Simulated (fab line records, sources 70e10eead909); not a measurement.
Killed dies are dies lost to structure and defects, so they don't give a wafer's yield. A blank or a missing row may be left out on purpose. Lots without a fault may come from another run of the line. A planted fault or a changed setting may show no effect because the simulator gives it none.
fab line records | flow nand_harc
record lots=5 wafers=15 last_day=24
route steps=1159 shown A_STAIRCASE@718 A_SGD_CUT@747 END@1159
lots that met no fault: from a run of the same line without faults
start_h: hours from the record's first day to the start of the lot's first wafer shown | wait_h: hours since the lot's step before | " the same as in the row above | L1.1+2: a row that stands for several wafers | - no value, or no start given | * or withheld: withheld | < > ~ a bound
route shown NAME@n: a module of which the file shows steps, and the number in the route of the first | usual: mean/standard deviation of fault-free wafers | same: alike in all rows | chamber/n: place in a boat | sites: the reading at each site | _std_site: their standard deviation | _edge_site: outer sites' mean less inner sites' | radius_mm: how far each site lies from the wafer's centre | mask NAME#n: copy n | behind: the tool/chamber that last shaped the wafer | hold: why the lot was held/for how many hours/how that ended | device: the transistor (n, p or np) that didn't switch | end of line: the same wafers' tests at the end of the route | a step without rows: its recipe alone | killed: dies lost to structure and defects at the first sort, not the wafer's yield | map: a wafer's dies, x killed, . not, _ none there
set.NAME: the setting as run; set.NAME@STEP: as run at that earlier step | model.NAME: the simulator's own value behind a step, which no gauge read
lots at some steps of the route; a table a step, a row a wafer
services: from which hour (start_h, from the record's first day; less than 0 if before it) a tool's chamber was out of use, for how many hours, and why
## steps
# step NHARC_A_STAIRCASE_COAT_435
# recipe spin_rpm=1200
# step NHARC_A_STAIRCASE_SOFTBAKE_436
# recipe temp_c=135 time_s=170
# step NHARC_A_STAIRCASE_EBR_437
# step NHARC_A_STAIRCASE_EXPOSE_438
# recipe na=0.5 dose_mj=28.97 mask_id=STAIR_REV
# step NHARC_A_STAIRCASE_PEB_439
# recipe peb_temp_c=115 peb_time_s=130
# step NHARC_A_STAIRCASE_DEVELOP_440
# recipe time_s=140
# step NHARC_A_STAIRCASE_HARDBAKE_442
# recipe temp_c=120 time_s=140
# step NHARC_A_STAIRCASE_DESCUM_443
# recipe time_s=3 o2_flow_sccm=200 ar_flow_sccm=0 bias_power_w=0 chemistry=O2
# usual drypump_motor_current_A=5.6/0.5 oes_product_au=0.998/0.0079 rf_vpp_V=57.7/0.86 showerhead_plenum_p_Torr=1.90/0.093 throttle_valve_pct=11.310/0.0088
# same bias_power_w=0
# columns lot.wafer tool chamber start_h wait_h drypump_motor_current_A oes_product_au rf_hours_counter_h rf_vpp_V showerhead_plenum_p_Torr throttle_valve_pct
L877.2 rie_diel-01 3 314.11 - 5.2 0.995 51 57.7 2.00 11.303
L877.1 " 1 " " 5.5 0.986 62 57.6 1.80 11.311
L877.6 " 0 " " 5.8 0.977 - 57.8 1.99 11.296
L879.4 rie_diel-01 1 327.84 - 5.5 0.997 1 57.0 1.80 11.302
L879.5 " 3 " " 5.2 0.990 - 57.5 2.00 11.305
L879.6 " 0 " " 5.8 0.987 - 58.7 1.99 11.321
L880.2 rie_diel-04 2 343.47 - 5.4 0.998 20 59.2 1.89 11.316
L880.3 " 3 " " 6.7 0.985 16 57.7 1.82 11.298
L880.5 " 2 " " 5.4 1.007 - 57.5 1.89 11.309
L887.2 rie_diel-08 2 387.33 - 5.2 1.003 31 57.6 2.04 11.299
L887.1 " 0 " " 5.9 0.985 32 57.1 1.77 11.312
L887.6 " 2 " " 5.2 1.007 - 57.9 2.04 11.314
L896.2 rie_diel-01 0 437.57 - 5.8 1.005 38 58.4 1.98 11.310
L896.1 " 2 " " 4.8 1.002 34 58.0 1.93 11.312
L896.5 " 0 " " 5.7 1.001 - 58.8 1.98 11.306
# step NHARC_A_STAIRCASE_ETCH_444
# recipe target_depth_a=1.02e+05 time_s=3400 c4f8_flow_sccm=20 o2_flow_sccm=10 ar_flow_sccm=withheld rf_w=600 bias_w=1000 chemistry=C4F8/O2
# step NHARC_A_STAIRCASE_STRIP_446
# recipe power_w=1500 temp_c=250 chemistry=O2
# step NHARC_A_STAIRCASE_STRIP_447
# recipe time_s=900 temp_c=130 chemistry=SPM
# columns lot.wafer tool chamber start_h wait_h
L877.6+2+1 wet_bench-04 3,5,0 318.84 0.1
L879.4+6+5 wet_bench-09 7,2,3 330.56 0.2
L880.5+2+3 wet_bench-09 6,0,1 346.15 0.1
L887.1+2+6 wet_bench-09 2,5,7 390.13 0.3
L896.1+5+2 wet_bench-01 4,5,6 440.28 0.3
# step NHARC_A_STAIRCASE_PRECLEAN_448
# recipe time_s=* temp_c=50 bath_age_min=0 chemistry=SC1
# step NHARC_A_STAIRCASE_SRD_449
# step NHARC_A_STAIRCASE_CMP_450
# recipe target_thk_nm=200 material=SiO2
# usual motor_current_A=12.6/1.4
# columns lot.wafer tool chamber start_h wait_h motor_current_A
L877.1 cmp-03 3 319.30 - 13.7
L877.2 " 2 " " 13.3
L877.6 " 3 " " 13.7
L879.4 cmp-02 2 331.00 - 12.5
L879.6 " 2 " " 12.0
L879.5 " 3 " " 11.3
L880.3 cmp-02 0 346.61 - 14.0
L880.2 " 1 " " 13.4
L880.5 " 3 " " 11.2
L887.2 cmp-03 1 390.58 - 11.8
L887.1 " 3 " " 13.9
L887.6 " 1 " " 11.7
L896.2 cmp-01 3 440.71 - 11.2
L896.1 " 2 " " 13.2
L896.5 " 3 " " 10.7
# step NHARC_A_STAIRCASE_CMP_152
# step NHARC_A_STAIRCASE_SRD_154
# step NHARC_A_STAIRCASE_ETCH_403
# recipe target_depth_a=1082 chemistry=dHF material=SiO2
# step NHARC_A_STAIRCASE_ETCHBACK_422
# recipe target_depth_a=400 over_etch_frac=0.3 time_s=74.286 ion_energy_ev=120 ch3f_flow_sccm=50 o2_flow_sccm=30 ar_flow_sccm=200 rf_w=500 bias_w=100 chemistry=CH3F/O2
# usual ch3f_flow_sccm=50.00/0.15 drypump_motor_current_A=5.6/0.52 oes_product_au=0.97/0.036 rf_vpp_V=244.0/1.8 showerhead_plenum_p_Torr=2.43/0.12 throttle_valve_pct=20.663/0.0093
# same over_etch_frac=0.3
# columns lot.wafer tool chamber start_h wait_h ch3f_flow_sccm drypump_motor_current_A oes_product_au rf_hours_counter_h rf_vpp_V showerhead_plenum_p_Torr throttle_valve_pct
L877.1 rie_diel-04 0 319.87 0.2 50.07 5.9 1.00 10 245.6 2.51 20.660
L877.2 " 1 " " 50.16 5.0 1.01 4 243.6 2.43 20.679
L877.6 " 3 " " 50.06 6.7 1.00 - 242.9 2.35 20.672
L879.4 rie_diel-08 3 331.56 0.2 50.07 5.5 1.00 10 240.8 2.29 20.669
L879.6 " 2 " " 49.92 5.2 1.01 - 248.3 2.63 20.680
L879.5 " 3 " " 50.20 5.5 1.01 - 242.7 2.29 20.663
L880.2 rie_diel-01 1 347.13 0.1 49.97 5.5 1.00 9 242.8 2.32 20.665
L880.3 " 0 " " 50.22 5.8 1.00 9 245.3 2.55 20.669
L880.5 " 1 " " 50.05 5.5 1.00 - 242.0 2.32 20.677
L887.1 rie_diel-08 0 391.16 0.2 49.97 5.9 0.99 35 240.3 2.28 20.644
L887.2 " 1 " " 49.99 6.4 1.02 29 243.3 2.37 20.671
L887.6 " 1 " " 49.93 6.4 1.01 - 243.1 2.37 20.668
L896.1 rie_diel-01 3 441.25 0.1 50.17 5.2 1.02 36 246.8 2.55 20.671
L896.2 " 2 " " 50.17 4.8 1.00 36 245.4 2.48 20.669
L896.5 " 3 " " 50.16 5.2 1.00 - 245.5 2.55 20.658
# step NHARC_A_STAIRCASE_ETCH_423
# recipe target_depth_a=300 chemistry=dHF material=SiO2
# step NHARC_A_STAIRCASE_ETCHBACK_157
# recipe target_depth_a=900 over_etch_frac=0.3 time_s=167.14 ion_energy_ev=120 ch3f_flow_sccm=50 o2_flow_sccm=30 ar_flow_sccm=200 rf_w=500 bias_w=100 chemistry=CH3F/O2
# usual ch3f_flow_sccm=50.01/0.16 drypump_motor_current_A=5.6/0.5 oes_product_au=0.98/0.032 rf_vpp_V=243.9/1.8 showerhead_plenum_p_Torr=2.43/0.12 throttle_valve_pct=20.662/0.0091
# same over_etch_frac=0.3
# columns lot.wafer tool chamber start_h wait_h ch3f_flow_sccm drypump_motor_current_A oes_product_au rf_hours_counter_h rf_vpp_V showerhead_plenum_p_Torr throttle_valve_pct
L877.1 rie_diel-08 3 320.22 0.1 49.91 5.5 0.99 5 243.6 2.29 20.673
L877.2 " 0 " " 50.04 5.9 1.00 5 240.7 2.30 20.664
L877.6 " 3 " " 49.57 5.5 1.00 - 241.1 2.29 20.677
L879.4 rie_diel-04 3 331.94 0.2 50.25 6.7 1.01 12 243.0 2.35 20.659
L879.5 " 1 " " 50.22 5.0 1.00 - 243.0 2.43 20.676
L879.6 " 2 " " 50.13 5.4 1.00 - 244.0 2.43 20.660
L880.3 rie_diel-01 0 347.54 0.2 50.19 5.8 0.98 9 245.6 2.55 20.671
L880.2 " 1 " " 50.04 5.5 0.99 9 243.5 2.32 20.658
L880.5 " 3 " " 49.84 5.2 1.00 - 245.7 2.56 20.652
L887.1 rie_diel-08 0 391.52 0.2 50.09 5.9 0.99 35 241.8 2.28 20.651
L887.2 " 3 " " 50.04 5.5 1.00 34 243.1 2.28 20.667
L887.6 " 0 " " 50.00 5.9 0.99 - 241.7 2.28 20.646
L896.2 rie_diel-08 1 441.61 0.2 50.13 6.4 0.92 45 241.3 2.36 20.673
L896.1 " 3 " " 49.95 5.5 0.93 50 241.9 2.27 20.667
L896.5 " 3 " " 50.08 5.5 0.93 - 242.3 2.27 20.659
# step NHARC_A_STAIRCASE_STRIP_475
# recipe time_s=20 o2_flow_sccm=500 ar_flow_sccm=0 bias_w=0 chemistry=O2
# usual drypump_motor_current_A=5.6/0.51 oes_product_au=1.000/0.0075 rf_vpp_V=57.6/1 showerhead_plenum_p_Torr=3.50/0.16 throttle_valve_pct=17.036/0.0087
# columns lot.wafer tool chamber start_h wait_h drypump_motor_current_A oes_product_au rf_hours_counter_h rf_vpp_V showerhead_plenum_p_Torr throttle_valve_pct
L877.1 rie_diel-08 3 - - 5.5 0.987 5 56.9 3.29 17.021
L877.2 " 0 " " 5.9 0.993 5 54.9 3.30 17.020
L877.6 " 1 " " 6.4 1.005 - 59.0 3.42 17.033
L879.4 rie_diel-04 3 - - 6.7 0.996 12 57.8 3.38 17.039
L879.6 " 1 " " 5.0 1.002 - 57.8 3.49 17.029
L879.5 " 2 " " 5.4 0.996 - 58.1 3.49 17.034
L880.3 rie_diel-01 3 - - 5.1 1.002 8 58.7 3.67 17.045
L880.2 " 0 " " 5.8 1.002 10 56.9 3.66 17.045
L880.5 " 1 " " 5.5 0.997 - 56.1 3.33 17.033
L887.2 rie_diel-08 2 - - 5.2 1.009 34 57.4 3.75 17.036
L887.1 " 3 " " 5.5 1.008 34 57.6 3.28 17.036
L887.6 " 0 " " 5.9 0.999 - 56.5 3.29 17.036
L896.1 rie_diel-08 3 - - 5.5 0.992 50 57.1 3.27 17.033
L896.2 " 1 " " 6.4 0.990 45 57.9 3.40 17.032
L896.5 " 3 " " 5.5 0.991 - 55.4 3.27 17.045
# step NHARC_A_STAIRCASE_DEP_471
# recipe target_thk_a=1000 temp_c=400 pressure_torr=6.5 rf_w=900 teos_flow_sccm=161.4 flow_sccm=2650 target_thk_nm=100 gas=O2 material=SiO2
# step NHARC_A_STAIRCASE_CMP_472
# recipe material=SiO2
# step NHARC_A_STAIRCASE_SRD_474
# step NHARC_A_SGD_CUT_DEP_00
# recipe target_thk_a=500 temp_c=400 target_thk_nm=50 flow_sccm=200 rf_w=450 material=SiNx
# step NHARC_A_SGD_CUT_DEHYDRATE_01
# recipe temp_c=150 time_s=120
# step NHARC_A_SGD_CUT_HMDS_02
# recipe time_s=30
# step NHARC_A_SGD_CUT_COAT_56
# recipe temp_c=260 time_s=75
# step NHARC_A_SGD_CUT_COAT_57
# recipe temp_c=225 time_s=65
# step NHARC_A_SGD_CUT_COAT_03
# recipe spin_rpm=1500 resist_thk_nm=90
# step NHARC_A_SGD_CUT_SOFTBAKE_04
# recipe temp_c=105 time_s=55
# step NHARC_A_SGD_CUT_EBR_05
# step NHARC_A_SGD_CUT_EXPOSE_06
# recipe na=1.35 dose_mj=85.59 mask_id=SGD
# step NHARC_A_SGD_CUT_PEB_07
# recipe peb_temp_c=100 peb_time_s=65
# step NHARC_A_SGD_CUT_DEVELOP_08
# recipe develop_time_s=35 dev_temp_c=23
# step NHARC_A_SGD_CUT_CD_MEAS_09
# recipe target_cd_nm=100 landing_energy_ev=500
# usual cd_nm=99.9/0.44
# columns lot.wafer tool chamber start_h wait_h cd_nm
L877.1 cd_sem-02 0 321.96 - 99.7
L877.2 " 0 " " 99.3
L877.6 " 0 " " 99.5
L879.4 cd_sem-02 0 333.63 - 99.3
L879.5 " 0 " " 99.5
L879.6 " 0 " " 99.7
L880.2 cd_sem-03 0 349.06 - 100.7
L880.3 " 0 " " 100.3
L880.5 " 0 " " 100.2
L887.1 cd_sem-01 0 393.09 - 100.4
L887.2 " 0 " " 100.0
L887.6 " 0 " " 100.1
L896.1 cd_sem-02 0 443.35 - 99.2
L896.2 " 0 " " 99.7
L896.5 " 0 " " 99.1
# step NHARC_A_SGD_CUT_OVL_MEAS_10
# usual overlay_x_nm=-0.1/1 overlay_y_nm=-0.1/0.77
# columns lot.wafer tool chamber start_h wait_h overlay_x_nm overlay_y_nm
L877.1 overlay-01 - 322.04 - -0.9 0.1
L877.2 " - " " -1.2 -0.3
L877.6 " - " " -1.0 0.5
L879.4 overlay-02 - 333.71 - 0.6 1.1
L879.5 " - " " 1.4 1.2
L879.6 " - " " 1.0 1.5
L880.2 overlay-01 - 349.15 - 0.8 0.1
L880.3 " - " " 0.9 0.1
L880.5 " - " " 0.9 0.4
L887.1 overlay-01 - 393.18 - 0.8 -0.1
L887.2 " - " " 0.8 0.3
L887.6 " - " " 1.0 0.2
L896.1 overlay-01 - 443.43 - -0.3 0.6
L896.2 " - " " -1.2 0.9
L896.5 " - " " -1.3 0.5
# step NHARC_END_SORT_01
# recipe temp_c=25
# usual killed_at_array=27/11 killed_at_other=0.7/0.93 killed_at_periphery=2.9/1.9 killed_dies=30/11 killed_open=3.1/1.7 killed_short=1.9/1.3
# same gross_dies=677
# columns lot.wafer tool chamber start_h wait_h killed_at_array killed_at_other killed_at_periphery killed_dies killed_open killed_short
L887.1 prober-01 0 534.43 2.4 91 0 5 96 3 2
L887.2 prober-01 0 535.22 2.7 34 3 2 39 5 2
L887.6 prober-01 0 538.38 4.0 22 0 4 26 1 3
# killed by level:class
L887.1 A_STAIRCASE:unspecified=66 A_CHANNEL_HOLE_D1:chamber_film_flake=18 A_CONTACT:chamber_film_flake=4 P_STI:chamber_film_flake=2 P_M0:geometric_particle:open=1 P_M0:geometric_particle:short=1 P_M2:geometric_particle:open=1 A_CHANNEL_FILL_D1:geometric_particle:open=1
L887.2 A_CHANNEL_HOLE_D1:chamber_film_flake=21 A_CONTACT:chamber_film_flake=3 THIN_TSV:chamber_film_flake=3 A_CHANNEL_FILL_D1:geometric_particle:open=2 A_CHANNEL_FILL_D1:chamber_film_flake=2 P_STI:geometric_particle:short=1 P_CONTACT:geometric_particle:open=1 A_CHANNEL_HOLE_D1:geometric_particle:open=1
L887.6 A_CHANNEL_HOLE_D1:chamber_film_flake=16 A_CONTACT:chamber_film_flake=5 P_M0:geometric_particle:short=2 P_GATE:geometric_particle:short=1 P_M1:geometric_particle:open=1 A_ZERO_WELL:chamber_film_flake=1
# map L887.1 (x killed, . not)
____________.____________
_________......._________
_______.x...x....._______
______.............______
_____..............x_____
____...............xx____
____.............xxxx____
___...............xxxx___
___..............xxxxx___
__x....x.........xxxxxx__
__.x.............xxxxxx__
_................xxxxxxx_
_.................xxxxxx_
_................xxxxxxx_
_.................xxxxxx_
_................x.xxxxx_
..................x.xxx..
....x..............x...x.
..x......................
.x....................x..
xxx.x....................
_xxx...................._
_xx.x..................._
_..x............x......._
_x.x.x.................._
_x................x....._
__x....................__
__.x........x..........__
___...................___
___.......x...........___
____.................____
____.................____
_____..............._____
______.............______
_______..........._______
_________......._________
____________.____________
# map L880.2 (x killed, . not)
____________.____________
_________x..x..._________
_______..........._______
______...x.........______
_____.............x._____
____.................____
____.................____
___...................___
___...................___
__....x................__
__.....................__
_..x...................._
_..................x...._
_......................._
_.....x............x...._
_......................x_
.........................
...x................x....
...............x.........
x.x...x........x.........
................x........
_.....x...x........x...._
_..................x...._
_..x.x.................._
_......................._
_......x....x..........._
__......x..............__
__.....................__
___.................x.___
___.....x.x...........___
____.....x.........x.____
____...............x.____
_____...x..........._____
______.............______
_______..........._______
_________......._________
____________.____________
## services
# columns tool chamber start_h hours kind
cmp-02 - 291.80 4.7 repair
cmp-01 - 300.60 1.1 repair
rie_diel-08 - 302.10 9.0 pm
rie_diel-08 0 302.10 9.0 vent_cycle
rie_diel-08 1 302.10 9.0 vent_cycle
rie_diel-08 2 302.10 9.0 vent_cycle
cmp-02 - 303.77 1.2 repair
rie_diel-04 1 307.14 9.6 repair
cmp-02 - 312.44 1.9 repair
rie_diel-01 - 315.57 9.0 pm
cmp-02 - 324.51 4.0 pm
cmp-02 - 329.24 1.1 repair
wet_bench-04 - 339.26 8.0 pm
cmp-01 - 344.03 1.0 repair
rie_diel-08 1 346.30 13.8 repair
cmp-03 - 352.21 4.0 pm
cmp-03 - 360.78 1.2 repair
cmp-02 - 361.66 7.2 repair
cmp-01 - 375.50 4.0 pm
cmp-02 - 379.25 0.4 repair
wet_bench-01 - 389.71 8.0 pm
rie_diel-04 2 418.50 1.2 repair
cmp-02 - 422.51 4.0 pm
rie_diel-08 0 433.33 29.2 repair
## key
first_sign step=NHARC_END_SORT_01 reading=killed_at_array direction=up sigmas=5.9 usual=27 struck=91
effect step=NHARC_END_SORT_01 reading=killed_dies direction=up sigmas=5.9 usual=30 struck=96
more_kills_born_at NHARC_A_STAIRCASE_STRIP_447@wet_bench-09=66
met_at NHARC_A_STAIRCASE_STRIP_447
struck_wafers L887.1
tester_left_out L887
onset_between 330.56 390.13
fault kind=chamber_particle_source tool=wet_bench-09 chamber=2 onset_h=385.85 steps=NHARC_A_STAIRCASE_STRIP_447 rate_per_visit_cm2=1.9301 end_h=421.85
# tester_left_out: of these lots the tester's yield and bins aren't shown, on N5 and GAA mostly nor the transistor test; their killed dies are dies lost to structure and defects alone, not to doping, threshold or leakage, so they don't give the yield
